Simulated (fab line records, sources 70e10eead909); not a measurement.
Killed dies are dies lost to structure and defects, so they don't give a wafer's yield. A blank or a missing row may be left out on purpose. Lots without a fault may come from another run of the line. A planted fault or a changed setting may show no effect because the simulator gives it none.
Problem report in the 8D (eight disciplines) form, filled by code | flow nand_harc | the parts of the form that need people (team, actions taken, sign-off) are left out

1. THE PROBLEM
killed_at_array at NHARC_END_SORT_01 reads a mean of 108 on 2 wafers of 1 lot; wafers without a fault read 25 with a standard deviation of 9.2. That is +9.1 standard deviations from the usual mean.
First seen on wafer L785.4, day 22 10:40, on prober-01. The record holds 36 wafers of 12 lots with a number at this step. Rule for "out", or "out of limits": more than 4 standard deviations from the usual mean. The other wafers with a number count as sound.

2. WHAT IT IS AND WHAT IT IS NOT
question                    | is                           | is not
which readings at this step | killed_at_array, killed_dies | killed_at_other, killed_at_periphery, killed_open, killed_short
which lots                  | L785                         | L772, L773, L774, L775, L776, L777, L780, L781, L782, L786, L793
which wafers of those lots  | L785.4, L785.6               | L785.5
read on which gauges        | prober-01                    | prober-02
when                        | from day 22 10:40            | up to then (27 sound wafers); but 7 sound wafers of L785, L786, L793 came after

3. SUSPECTS, AND WHAT RULES EACH OUT
Counting: a tool at a process step up to the reading stays a suspect if it ran every lot that is out. Sound lots after the first of them don't rule it out here, since some wafers of a struck lot are sound.
- the gauge at NHARC_END_SORT_01: kept. All the wafers that are out were read on prober-01, and no step on other tools shows them out.
- rie_si-02 at NHARC_A_CHANNEL_FILL_D1_ETCHBACK_19 (etches the open film in HBr/Cl2, target depth 5 nm, time 1.7 s): kept. It ran the lot that is out, L785 (day 12 23:23); its last sound lot up to then is L780 (day 11 22:16).
- rie_diel-07 at NHARC_THIN_TSV_DESCUM_35 (chemistry O2, time 3 s): kept. It ran the lot that is out, L785 (day 21 23:40); its last sound lot up to then is L782 (day 21 08:35).
- rie_metal-02 at NHARC_THIN_TSV_ETCH_59 (etches the open film in Cl2/BCl3, target depth 880 nm, time 138.1 s): kept. It ran the lot that is out, L785 (day 21 23:55); its last sound lot up to then is L776 (day 19 09:37).
- plasma_asher-02 at NHARC_THIN_TSV_STRIP_56 (strips in O2): kept. It ran the lot that is out, L785 (day 22 00:15); its last sound lot up to then is L782 (day 21 09:04).
- Within rie_si-02 at NHARC_A_CHANNEL_FILL_D1_ETCHBACK_19: the wafers that are out ran in chamber 1; their sound lot-mates ran in chamber 0.
- Within rie_diel-07 at NHARC_THIN_TSV_DESCUM_35: the wafers that are out ran in chamber 2; their sound lot-mates ran in chamber 3.
- Within rie_metal-02 at NHARC_THIN_TSV_ETCH_59: the wafers that are out ran in chamber 0; their sound lot-mates ran in chamber 1.
Left after counting: rie_si-02 at NHARC_A_CHANNEL_FILL_D1_ETCHBACK_19, rie_diel-07 at NHARC_THIN_TSV_DESCUM_35, rie_metal-02 at NHARC_THIN_TSV_ETCH_59, plasma_asher-02 at NHARC_THIN_TSV_STRIP_56, prober-01 at NHARC_END_SORT_01.

4. THE CAUSE (what the simulator had put in)
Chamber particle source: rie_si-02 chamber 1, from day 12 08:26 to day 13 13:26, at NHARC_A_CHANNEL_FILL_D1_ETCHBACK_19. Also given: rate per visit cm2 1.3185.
Counting left 5 suspects, and this tool is among them.

5. THE CHAIN OF EFFECTS, in route order
Each row: a reading whose mean over the struck wafers that have a number lies more than 3 standard deviations from the usual. Only readings for which the record gives a usual standard deviation are gone through. hours: the time from each lot's start at the first step in this table that gives one to its start at this step, as a median over the lots. sigmas: the change in usual standard deviations.
hours | step              | reading         | usual | on struck wafers | change | sigmas
0     | NHARC_END_SORT_01 | killed_at_array | 25    | 108              | +84    | +9.1
0     | NHARC_END_SORT_01 | killed_dies     | 29    | 110              | +82    | +8.5

6. WHAT WOULD HAVE CAUGHT IT SOONER
In this record the first reading out of limits at a measuring or inspecting step was taken at day 22 10:40, 242 hours after the fault began at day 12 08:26.
Of the tool readings at NHARC_A_CHANNEL_FILL_D1_ETCHBACK_19 for which the record gives a usual standard deviation, none was out on any struck wafer, so an alarm limit of 4 standard deviations on them would not have fired.
All the lots that are out (1) had begun NHARC_A_CHANNEL_FILL_D1_ETCHBACK_19 on rie_si-02 by day 22 10:40. A hold on the tool at that time would have spared none of them.
